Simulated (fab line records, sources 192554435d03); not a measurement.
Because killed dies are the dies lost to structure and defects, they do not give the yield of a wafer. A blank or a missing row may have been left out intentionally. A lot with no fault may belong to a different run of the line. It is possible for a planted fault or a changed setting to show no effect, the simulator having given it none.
Split-lot experiment | flow n5-finfet | 21 wafers read across 7 lots, on a route 1938 steps long

== ABOUT THE SPLIT ==
At N5_DUMMY_GATE_COAT_34 (time 60 s, resist thk 60 nm), the setting spin-rpm was moved away from the recipe's 1500 rpm on 10 of the 21 wafers read, by -8.1% to +9.3%. The other wafers ran this setting at the recipe's value.

The reading comes from the split's own step.

== THE READING ==
SOC_of_DUMMY_GATE_COAT_34.thk-nm (the simulator's own value, which no gauge read), in nm, at N5_DUMMY_GATE_COAT_34 (time 60 s, resist thk 60 nm). No usual value for it is given in the file. Average 60.1 nm, standard deviation 0.1 nm, over the 11 wafers here run with the recipe.

wafer  | tool, chamber at the split | spin-rpm as run, rpm | against the recipe | SOC_of_DUMMY_GATE_COAT_34.thk-nm, nm | against lot-mates on the recipe
L074.1 | litho-track-01, 0          | 1500                 | recipe             | 60.2                                 | -
L074.3 | litho-track-01, 0          | 1500                 | recipe             | 60.2                                 | -
L074.4 | litho-track-01, 0          | 1500                 | recipe             | 60.2                                 | -
L078.1 | litho-track-03, 0          | 1640                 | +9.3%              | 57.4                                 | -2.6
L078.2 | litho-track-03, 0          | 1640                 | +9.3%              | 57.2                                 | -2.8
L078.5 | litho-track-03, 0          | 1500                 | recipe             | 60                                   | -
L079.1 | litho-track-03, 0          | 1500                 | recipe             | 60                                   | -
L079.3 | litho-track-03, 0          | 1500                 | recipe             | 60                                   | -
L079.4 | litho-track-03, 0          | 1500                 | recipe             | 60                                   | -
L084.1 | litho-track-03, 0          | 1500                 | recipe             | 60                                   | -
L084.2 | litho-track-03, 0          | 1457                 | -2.9%              | 61                                   | +1.0
L084.4 | litho-track-03, 0          | 1457                 | -2.9%              | 61                                   | +1.0
L085.3 | litho-track-01, 0          | 1417                 | -5.5%              | 61.8                                 | +1.6
L085.4 | litho-track-01, 0          | 1417                 | -5.5%              | 61.8                                 | +1.6
L085.5 | litho-track-01, 0          | 1500                 | recipe             | 60.2                                 | -
L086.1 | litho-track-01, 0          | 1378                 | -8.1%              | 62.6                                 | no lot-mate on the recipe
L086.3 | litho-track-01, 0          | 1378                 | -8.1%              | 62.6                                 | no lot-mate on the recipe
L086.5 | litho-track-01, 0          | 1378                 | -8.1%              | 62.6                                 | no lot-mate on the recipe
L089.3 | litho-track-02, 0          | 1500                 | recipe             | 60.2                                 | -
L089.5 | litho-track-02, 0          | 1500                 | recipe             | 60                                   | -
L089.6 | litho-track-02, 0          | 1383                 | -7.8%              | 62.6                                 | +2.5

FIT RESULTS
A straight line over all 21 wafers: SOC_of_DUMMY_GATE_COAT_34.thk-nm changes by -0.306 nm for each +1% of spin-rpm; r = -1.00; the points scatter about the line by 0.088 nm.
The same after taking each lot's own level away (the mean of its wafers on the recipe; 18 wafers): -0.298 nm for each +1%; r = -1.00; scatter 0.085 nm.
According to that fit, moving spin-rpm by its largest amount changes the reading by 2.8 nm.
The span of the lots' own levels, 60.00 to 60.20 nm, comes to 2.0 times the standard deviation stated above.
The two slopes agree, so the slope changes little with the lot-to-lot level.
Check: -2.83 nm against its lot-mates is what the line predicts for one of the wafers moved furthest among these (+9.3%) when that wafer is left out of the fit. Against them it came out at -2.6 nm.

== ADDITIONAL SPLITS CARRIED BY THESE WAFERS ==
Before the reading, these wafers also passed through other splits. Each is held against what the fit with the lots' levels taken away leaves over:
other split on the same wafers         | wafers away from the commonest value | r with SOC_of_DUMMY_GATE_COAT_34.thk-nm (lot level and that fit taken away)
N5_ZERO_LAYER_ETCH_18 icp-w            | 4                                    | +0.24
N5_WELL_APT_COAT_02 spin-rpm           | 8                                    | -0.40
N5_PMOS_HMC_CHANNEL_EPI_ETCH_32 bias-w | 8                                    | +0.32
N5_FIN_SAQP_HM_DEP_03 time-s           | 7                                    | +0.26
N5_FIN_SAQP_PECVD_06 time-s            | 10                                   | +0.19

== THE FILE'S OWN FIT ==
SOC_of_DUMMY_GATE_COAT_34.thk-nm changes by -0.302 nm for each +1% of spin-rpm, r = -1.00.
